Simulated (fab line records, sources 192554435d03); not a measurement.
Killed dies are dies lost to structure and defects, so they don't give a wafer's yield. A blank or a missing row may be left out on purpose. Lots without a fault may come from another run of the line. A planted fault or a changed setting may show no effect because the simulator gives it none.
Split-lot experiment | flow n5_finfet | 7 lots, 21 wafers read, on a route of 1938 steps

THE SPLIT
At N5_PASSIVATION_PECVD_53 (deposits SiO2 from TEOS/O2, target thk 800 nm, time 169.4 s), the setting time_s was moved away from the recipe's 169.4 s on 4 of the 21 wafers read, by -8.4% to +14.3%. The other wafers ran this setting at the recipe's value.

The reading is taken at the split's own step.

THE READING
SiO2_of_PASSIVATION_PECVD_53.thk_nm (the simulator's own value, which no gauge read), in nm, at N5_PASSIVATION_PECVD_53 (deposits SiO2 from TEOS/O2, target thk 800 nm, time 169.4 s). The file gives no usual value for it. The 17 wafers here that ran the recipe average 798.1 nm, standard deviation 8.2 nm.

wafer  | tool, chamber at the split | time_s as run, s | against the recipe | SiO2_of_PASSIVATION_PECVD_53.thk_nm, nm | against lot-mates on the recipe
L079.1 | pecvd-04, 1                | 169.4            | recipe             | 794.4                                   | -
L079.4 | pecvd-04, 1                | 169.4            | recipe             | 807.2                                   | -
L079.6 | pecvd-04, 0                | 169.4            | recipe             | 801.2                                   | -
L080.2 | pecvd-02, 0                | 169.4            | recipe             | 791.4                                   | -
L080.3 | pecvd-02, 1                | 169.4            | recipe             | 799.6                                   | -
L080.6 | pecvd-02, 2                | 180              | +6.3%              | 847.6                                   | +52.1
L083.2 | pecvd-01, 1                | 169.4            | recipe             | 792                                     | -
L083.3 | pecvd-01, 2                | 169.4            | recipe             | 788.4                                   | -
L083.4 | pecvd-01, 1                | 169.4            | recipe             | 809.8                                   | -
L086.4 | pecvd-04, 2                | 169.4            | recipe             | 800.8                                   | -
L086.5 | pecvd-04, 1                | 169.4            | recipe             | 789.6                                   | -
L086.6 | pecvd-04, 0                | 169.4            | recipe             | 798.2                                   | -
L088.1 | pecvd-04, 1                | 169.4            | recipe             | 790                                     | -
L088.4 | pecvd-04, 0                | 169.4            | recipe             | 809.4                                   | -
L088.6 | pecvd-04, 2                | 155.1            | -8.4%              | 739.2                                   | -60.5
L089.4 | pecvd-01, 0                | 169.4            | recipe             | 799.2                                   | -
L089.5 | pecvd-01, 1                | 169.4            | recipe             | 809                                     | -
L089.6 | pecvd-01, 2                | 169.4            | recipe             | 806                                     | -
L094.2 | pecvd-01, 1                | 169.4            | recipe             | 782.2                                   | -
L094.3 | pecvd-01, 0                | 193.7            | +14.3%             | 904.4                                   | +122.2
L094.6 | pecvd-01, 1                | 193.7            | +14.3%             | 907.6                                   | +125.4

THE FIT
A straight line over all 21 wafers: SiO2_of_PASSIVATION_PECVD_53.thk_nm changes by +7.45 nm for each +1% of time_s; r = +0.98; the points scatter about the line by 7.8 nm.
The same after taking each lot's own level away (the mean of its wafers on the recipe; 21 wafers): +8.37 nm for each +1%; r = +0.99; scatter 6.5 nm.
On that fit, the largest move of time_s shifts the reading by 1.2e+02 nm.
The lots' own levels span 782.20 to 804.73 nm, that is 2.8 times the standard deviation above.
So the lot-to-lot level changes the slope: the two fits differ.
Check: with one of the wafers moved furthest among these (+14.3%) left out of the fit, the line predicts +120 nm for it against its lot-mates. It came out at +122 nm against them.

OTHER SPLITS ON THESE WAFERS
These wafers also went through other splits before the reading. Each is held against what the fit with the lots' levels taken away leaves over:
other split on the same wafers    | wafers away from the commonest value | r with SiO2_of_PASSIVATION_PECVD_53.thk_nm (lot level and that fit taken away)
N5_BEOL_M14_TRENCH_ETCH_34 bias_w | 6                                    | -0.28
N5_BEOL_M15_ETCH_61 time_s        | 7                                    | -0.35
N5_BEOL_M15_TRENCH_ETCH_34 time_s | 6                                    | +0.32
N5_PASSIVATION_PECVD_55 time_s    | 7                                    | +0.03
N5_PASSIVATION_EXPOSE_07 dose_mj  | 6                                    | -0.04

THE FILE'S OWN FIT
SiO2_of_PASSIVATION_PECVD_53.thk_nm changes by +8.26 nm for each +1% of time_s, r = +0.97.
